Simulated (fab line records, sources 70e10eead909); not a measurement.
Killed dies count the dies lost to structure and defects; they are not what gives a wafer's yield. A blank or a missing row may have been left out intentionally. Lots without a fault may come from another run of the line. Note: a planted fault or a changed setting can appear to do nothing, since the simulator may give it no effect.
Chamber matching / flow nand-harc / NHARC_A_CHANNEL_FILL_D1_ALD_16 on ald-hk-02: 4 sister chambers
The step deposits SiO2, target thk 1.5 nm, pulse time 10 s, ald cycles 15. 16 wafers are shown with their chamber, then 8 later ones without.

WAFERS WITH THEIR CHAMBER
wafer=L075.2; chamber=0; heater-power-w (W)=476; precursor-pulse-height-rel=0.970
wafer=L075.3; chamber=1; heater-power-w (W)=444; precursor-pulse-height-rel=0.978
wafer=L075.4; chamber=3; heater-power-w (W)=418; precursor-pulse-height-rel=1.006
wafer=L080.1; chamber=1; heater-power-w (W)=454; precursor-pulse-height-rel=0.999
wafer=L080.2; chamber=2; heater-power-w (W)=445; precursor-pulse-height-rel=0.978
wafer=L080.5; chamber=1; heater-power-w (W)=446; precursor-pulse-height-rel=0.992
wafer=L079.2; chamber=3; heater-power-w (W)=411; precursor-pulse-height-rel=0.973
wafer=L079.3; chamber=2; heater-power-w (W)=434; precursor-pulse-height-rel=1.010
wafer=L079.5; chamber=2; heater-power-w (W)=434; precursor-pulse-height-rel=0.998
wafer=L082.1; chamber=0; heater-power-w (W)=488; precursor-pulse-height-rel=1.001
wafer=L082.4; chamber=2; heater-power-w (W)=446; precursor-pulse-height-rel=1.001
wafer=L082.6; chamber=0; heater-power-w (W)=488; precursor-pulse-height-rel=1.014
wafer=L087.2; chamber=0; heater-power-w (W)=483; precursor-pulse-height-rel=0.960
wafer=L087.3; chamber=1; heater-power-w (W)=453; precursor-pulse-height-rel=1.018
wafer=L087.4; chamber=3; heater-power-w (W)=425; precursor-pulse-height-rel=0.990
wafer=L091.1; chamber=1; heater-power-w (W)=425; precursor-pulse-height-rel=1.008

SIGNATURES (averages over the wafers above)
reading=heater-power-w; chamber 0=483.75; chamber 1=444.40; chamber 2=439.75; chamber 3=418.00; scatter within a chamber=8.53
reading=precursor-pulse-height-rel; chamber 0=0.98625; chamber 1=0.99900; chamber 2=0.99675; chamber 3=0.98967; scatter within a chamber=0.0182
Rule: a wafer lies at a distance from a chamber equal to the root of the sum of squares, over the readings, of (its reading less the chamber's mean, divided by the reading's scatter). If the next closest chamber is less than 2 further off than the closest, the wafer can't be placed; otherwise it belongs to the closest. The scatter: the root of (the sum of the squares of (reading less its chamber's mean) over the shown wafers, divided by (wafers less chambers)).

WAFERS WITH NO CHAMBER GIVEN
wafer=L091.3; heater-power-w (W)=469; precursor-pulse-height-rel=0.982
wafer=L091.4; heater-power-w (W)=442; precursor-pulse-height-rel=0.993
wafer=L090.4; heater-power-w (W)=500; precursor-pulse-height-rel=0.993
wafer=L090.5; heater-power-w (W)=463; precursor-pulse-height-rel=1.015
wafer=L090.6; heater-power-w (W)=443; precursor-pulse-height-rel=1.044
wafer=L095.1; heater-power-w (W)=429; precursor-pulse-height-rel=1.040
wafer=L095.4; heater-power-w (W)=457; precursor-pulse-height-rel=0.986
wafer=L095.5; heater-power-w (W)=463; precursor-pulse-height-rel=1.020

THE CHAMBER EACH PASSED THROUGH
wafer=L091.3; from the rows above=can't be placed: 0 or 1 or 2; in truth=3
wafer=L091.4; from the rows above=can't be placed: 2 or 1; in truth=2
wafer=L090.4; from the rows above=0; in truth=0
wafer=L090.5; from the rows above=can't be placed: 1 or 0 or 2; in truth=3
wafer=L090.6; from the rows above=can't be placed: 1 or 2 or 3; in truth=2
wafer=L095.1; from the rows above=can't be placed: 2 or 1 or 3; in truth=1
wafer=L095.4; from the rows above=can't be placed: 1 or 2 or 0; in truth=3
wafer=L095.5; from the rows above=can't be placed: 1 or 2 or 0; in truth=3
Correctly placed: 1 of 8. Not placeable from these rows: 7 (in 3, the candidates include the true chamber). Number placed wrongly: 0.
